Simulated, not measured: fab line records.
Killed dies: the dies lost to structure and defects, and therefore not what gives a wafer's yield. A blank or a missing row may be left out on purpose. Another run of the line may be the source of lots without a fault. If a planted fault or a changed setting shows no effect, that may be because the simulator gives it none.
Chamber matching | flow nand_harc | rie_diel-03 running NHARC_A_BONDPAD_ETCH_34: 4 sister chambers
The step etches the open film in N2/H2, target depth 60 nm, overetch 18 nm, time 65.91 s. 8 wafers are shown with their chamber, then 9 later ones without.

WAFERS PAIRED WITH THEIR CHAMBERS
wafer  | chamber | showerhead_plenum_p_Torr (Torr) | rf_vpp_V (V)
L474.1 | 1       | 2.05                            | 430.1
L475.1 | 0       | 2.01                            | 429.3
L487.2 | 1       | 2.04                            | 428.6
L487.4 | 3       | 2.19                            | 434.4
L487.5 | 2       | 2.03                            | 429.7
L488.2 | 0       | 2.01                            | 427.5
L488.5 | 2       | 2.03                            | 429.8
L488.6 | 3       | 2.19                            | 433.3

WAFERS WHOSE CHAMBER IS MISSING
wafer  | showerhead_plenum_p_Torr (Torr) | rf_vpp_V (V)
L489.4 | 2.01                            | 430.6
L489.5 | 2.03                            | 430.3
L489.6 | 2.19                            | 434.4
L490.2 | 2.01                            | 427.7
L490.3 | 2.19                            | 434.9
L490.4 | 2.04                            | 430.9
L491.1 | 2.04                            | 431.7
L491.2 | 2.19                            | 434.6
L491.5 | 2.04                            | 430.9

CHAMBER TAKEN BY EACH
wafer  | from the rows above     | in truth
L489.4 | 0                       | 0
L489.5 | 2                       | 2
L489.6 | 3                       | 3
L490.2 | 0                       | 0
L490.3 | 3                       | 3
L490.4 | can't be placed: 1 or 2 | 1
L491.1 | can't be placed: 1 or 2 | 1
L491.2 | 3                       | 3
L491.5 | can't be placed: 1 or 2 | 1
Correctly placed: 6 of 9. Not placeable from these rows: 3 (in 3, the candidates include the true chamber). Wrongly placed: 0.
How it was worked out, from the rows above alone: a wafer's distance from a chamber is the root of the sum, over the readings, of the square of ((its reading less the chamber's mean) divided by the reading's scatter). If the next closest chamber is less than 2 further off than the closest, the wafer can't be placed; otherwise it belongs to the closest. Each chamber's mean is taken over the wafers shown for it. How the scatter is found: for the shown wafers, subtract from each reading the mean of its chamber, square and add these, divide the total by (wafers less chambers), then take the root.
